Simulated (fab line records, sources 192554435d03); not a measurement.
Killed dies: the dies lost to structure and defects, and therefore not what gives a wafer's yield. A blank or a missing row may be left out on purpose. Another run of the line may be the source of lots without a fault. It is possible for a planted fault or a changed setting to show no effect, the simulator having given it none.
Chamber matching    flow n5-finfet    N5_HKMG_FIN_STRIP_57 on rie-diel-05: 4 sister chambers
The step strips in CF4. 16 wafers are shown with their chamber, then 8 later ones without.

## WAFERS WITH THEIR CHAMBER
wafer   chamber  drypump-motor-current-A (A)  throttle-valve-pct (%)  rf-vpp-V (V)
L075.1  3        6.7                          13.66                   268.4
L075.4  0        5.7                          13.10                   274.5
L075.5  3        6.7                          13.67                   269.2
L076.2  0        5.7                          13.11                   274.5
L076.5  3        6.7                          13.67                   270.2
L076.6  2        5.8                          13.34                   272.3
L080.2  0        5.6                          13.13                   273.0
L080.4  0        5.7                          13.12                   275.6
L080.5  1        6.2                          14.01                   270.4
L084.1  0        5.7                          13.16                   274.5
L084.3  2        5.8                          13.37                   272.0
L084.5  3        6.7                          13.12                   273.5
L085.2  2        5.7                          13.39                   269.7
L085.3  3        6.7                          13.14                   272.8
L085.6  2        5.7                          13.38                   271.3
L091.3  1        6.2                          13.51                   273.5

SIGNATURES, as means of the wafers listed above
reading                  chamber 0  chamber 1  chamber 2  chamber 3  scatter within a chamber
drypump-motor-current-A  5.680      6.200      5.750      6.700      0.0387
throttle-valve-pct       13.1240    13.7600    13.3700    13.4520    0.199
rf-vpp-V                 274.420    271.950    271.325    270.820    1.64
Rule: a wafer's distance from a chamber is the root of the sum, over the readings, of the square of ((its reading less the chamber's mean) divided by the reading's scatter). If the next closest chamber is less than 2 further off than the closest, the wafer can't be placed; otherwise it belongs to the closest. The scatter: take each reading less its chamber's mean, square it, sum over the shown wafers, divide by the number of wafers less the number of chambers, and take the root.

## WAFERS WHOSE CHAMBER IS MISSING
wafer   drypump-motor-current-A (A)  throttle-valve-pct (%)  rf-vpp-V (V)
L091.4  5.8                          13.40                   273.3
L091.6  5.7                          13.17                   272.8
L092.3  5.8                          13.40                   270.9
L092.5  6.7                          13.17                   274.5
L092.6  5.6                          13.19                   274.2
L097.2  6.2                          13.56                   273.8
L097.3  6.7                          13.20                   273.1
L097.6  5.7                          13.44                   270.5

## EACH ONE'S CHAMBER
wafer   from the rows above      in truth
L091.4  can't be placed: 2 or 0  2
L091.6  can't be placed: 0 or 2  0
L092.3  2                        2
L092.5  3                        3
L092.6  0                        0
L097.2  1                        1
L097.3  3                        3
L097.6  can't be placed: 2 or 0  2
Correctly placed: 5 of 8. Unplaceable from these rows: 3, with the true chamber sitting among the candidates in 3. 0 placed wrongly.
